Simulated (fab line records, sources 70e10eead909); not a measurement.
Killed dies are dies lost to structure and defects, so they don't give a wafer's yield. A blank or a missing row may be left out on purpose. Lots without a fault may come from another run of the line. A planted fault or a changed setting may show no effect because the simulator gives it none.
A struck lot beside a sound one | flow nand_harc | 14 steps out of a route of 1159
Sound: wafers L619.1, L619.3, L619.6. Struck: wafers L607.3, L607.6. The cause comes at the end.
At each step with rows: each side's tool, then ch and its chambers, then its first start. Under that, the readings that differ: sound wafers | struck wafers | difference of the means | sigmas: that difference in standard deviations of wafers without a fault.
alike: readings whose means differ by less than 2 such deviations, and words and numbers that are the same on both sides. not compared: withheld readings, readings that some wafer has no value for, bounds like >300 that may hide the same value, and numbers for which the record gives no deviation and whose values overlap.
The two part at a step that has a row with sigmas, a row that says differs or no value, or rows on one side only. Numbers that don't overlap but have no deviation are shown without sigmas and don't part them. A reading that every wafer of one side lacks parts them only if that side has two wafers or more.

first, 1 step without rows for these wafers: NHARC_A_ONON_D1_DEP_06 (target thk 1000 nm).
NHARC_A_ONON_D1_THK_MEAS_08: measures by ellipsometry.
  sound on film_metro-02, day 12 09:35; struck on film_metro-02, day 9 10:58
  alike: thk_nm
then, 1 step without rows for these wafers: NHARC_A_ONON_D1_DEP_09 (target thk 1000 nm).
NHARC_A_ONON_D1_THK_MEAS_11: measures by ellipsometry.
  sound on film_metro-01, day 12 10:30; struck on film_metro-01, day 9 11:32
  reading     | sound          | struck  | difference | sigmas
  thk_nm (nm) | 1025 1025 1027 | 993 994 | -32        | -3
then, 1 step without rows for these wafers: NHARC_A_ONON_D1_DEP_12 (target thk 1000 nm).
NHARC_A_ONON_D1_THK_MEAS_14: measures by ellipsometry.
  sound on film_metro-02, day 12 11:17; struck on film_metro-01, day 9 12:06
  alike: thk_nm
then, 2 steps without rows for these wafers: NHARC_A_ONON_D1_ANNEAL_15 (time 3600 s); NHARC_A_ONON_D1_DEP_16 (target thk 1000 nm).
NHARC_A_ONON_D1_THK_MEAS_18: measures by ellipsometry.
  sound on film_metro-01, day 12 18:07; struck on film_metro-02, day 9 20:24
  alike: thk_nm
then, 1 step without rows for these wafers: NHARC_A_ONON_D1_DEP_19 (target thk 1000 nm).
NHARC_A_ONON_D1_THK_MEAS_21: measures by ellipsometry.
  sound on film_metro-02, day 12 18:47; struck on film_metro-01, day 9 20:58
  alike: thk_nm
NHARC_A_ONON_D1_DEP_22: target thk 1000 nm.
  sound on pecvd_onon-01 ch 0, day 12 18:51; struck on pecvd_onon-02 ch 0, day 9 21:08
  reading              | sound             | struck      | difference | sigmas
  nh3_flow_sccm (sccm) | 498.0 500.0 498.8 | 503.7 504.5 | +5.2       | +3
NHARC_A_ONON_D1_THK_MEAS_24: measures by ellipsometry.
  sound on film_metro-02, day 12 19:22; struck on film_metro-02, day 9 21:32
  reading     | sound         | struck    | difference | sigmas
  thk_nm (nm) | 1000 999 1000 | 1040 1040 | +40        | +4
then, 1 step without rows for these wafers: NHARC_A_ONON_D1_DEP_25 (target thk 1000 nm).

WHERE THEY PART
First at NHARC_A_ONON_D1_THK_MEAS_11; last, within this record, at NHARC_A_ONON_D1_THK_MEAS_24.

WHY: what the simulator had put in
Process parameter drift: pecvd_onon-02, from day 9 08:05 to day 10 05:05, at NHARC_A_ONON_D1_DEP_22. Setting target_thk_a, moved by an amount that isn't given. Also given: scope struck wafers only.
